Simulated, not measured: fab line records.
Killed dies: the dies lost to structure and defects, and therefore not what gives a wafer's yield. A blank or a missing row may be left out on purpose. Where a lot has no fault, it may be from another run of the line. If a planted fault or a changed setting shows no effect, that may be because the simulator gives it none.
Code-filled problem report in 8D (eight disciplines) form | flow nandHarc | the parts of the form that need people (team, actions taken, sign-off) are left out

== 1. THE ISSUE ==
Wafers without a fault read 348.4 W, standard deviation 1.1; rfFwdPowerW at NHARC_A_STAIRCASE_DEP_301 reads a mean of 207.3 W on 2 wafers belonging to 2 lots. So: -99 or more standard deviations from the usual mean.
The step: deposits SiON, target thk 30 nm.
The first sign was on wafer L485.6 at day 20 01:37, on pecvd-03. Wafers with a number at this step in the record: 36, from 12 lots. By rule, "out" or "out of limits" means more than 4 standard deviations away from the usual mean. All remaining wafers that have a number are taken as sound.

== 2. WHAT IT IS AND WHAT IT IS NOT ==
question                    | is                          | is not
which readings at this step | rfFwdPowerW, showerheadVppV | heaterPowerW
which lots                  | L485, L486                  | L477, L478, L479, L480, L481, L487, L494, L495, L497, L499
which wafers of those lots  | L485.6, L486.2              | L485.2, L485.4, L486.3, L486.5
read on which tools         | pecvd-03                    | pecvd-02, pecvd-04
when                        | from day 20 01:37           | up to then (17 sound wafers); but 17 sound wafers of L486, L487, L494, L495, L497, L499 came after

== 3. SUSPECTS, AND WHAT RULES EACH OUT ==
Counting: any tool at a process step up to the reading remains a suspect provided it ran every lot that is out. Sound lots after the first of them don't rule it out here, since some wafers of a struck lot are sound.
- rieDiel-13 at NHARC_A_STAIRCASE_HM_OPEN_460 (chemistry O2/COS): kept. Every lot that is out went through it, the first being L485 (day 20 01:37); the last sound lot it ran before that was L477 (day 16 14:41). With no start given for some of its lots, NHARC_A_STAIRCASE_HM_OPEN_460 uses the hours and lot order of NHARC_A_STAIRCASE_DEP_301.
- pecvd-03 at NHARC_A_STAIRCASE_DEP_301 (deposits SiON, target thk 30 nm): kept. Every lot that is out went through it, the first being L485 (day 20 01:37); the last sound lot it ran before that was L481 (day 18 09:39). Its own readings are out on those wafers: rfFwdPowerW, showerheadVppV.
- At NHARC_A_STAIRCASE_DEP_301, inside pecvd-03: chamber 0 took the wafers that are out, while their sound lot-mates went through chambers 1, 2.
After counting, rieDiel-13 at NHARC_A_STAIRCASE_HM_OPEN_460 and pecvd-03 at NHARC_A_STAIRCASE_DEP_301 remain.

== 4. THE CAUSE (what the simulator had put in) ==
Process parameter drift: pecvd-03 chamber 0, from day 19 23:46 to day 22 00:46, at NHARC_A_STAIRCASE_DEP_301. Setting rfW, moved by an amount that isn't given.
Of the 2 suspects that counting leaves, this tool is one.

== 5. THE EFFECT CHAIN, in route order ==
Each row: a reading whose mean over the struck wafers that have a number lies more than 3 standard deviations from the usual. Readings are gone through only where the record gives a usual standard deviation; hours: the median, over the lots, of the time from a lot's start at the first step in this table giving one to that lot's start at this step; sigmas: the change measured in usual standard deviations.
hours | step                      | reading        | usual   | on struck wafers | change | sigmas
0     | NHARC_A_STAIRCASE_DEP_301 | rfFwdPowerW    | 348.4 W | 207.3            | -141.1 | -99 or more
0     | NHARC_A_STAIRCASE_DEP_301 | showerheadVppV | 1122 V  | 816              | -306   | -6.0
It contains these process steps:
- NHARC_A_STAIRCASE_DEP_301: deposits SiON, target thk 30 nm.

== 6. HOW IT WOULD HAVE BEEN CAUGHT EARLIER ==
First out-of-limits reading in this record: day 20 01:37, which is 2 hours after fault onset at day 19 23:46.
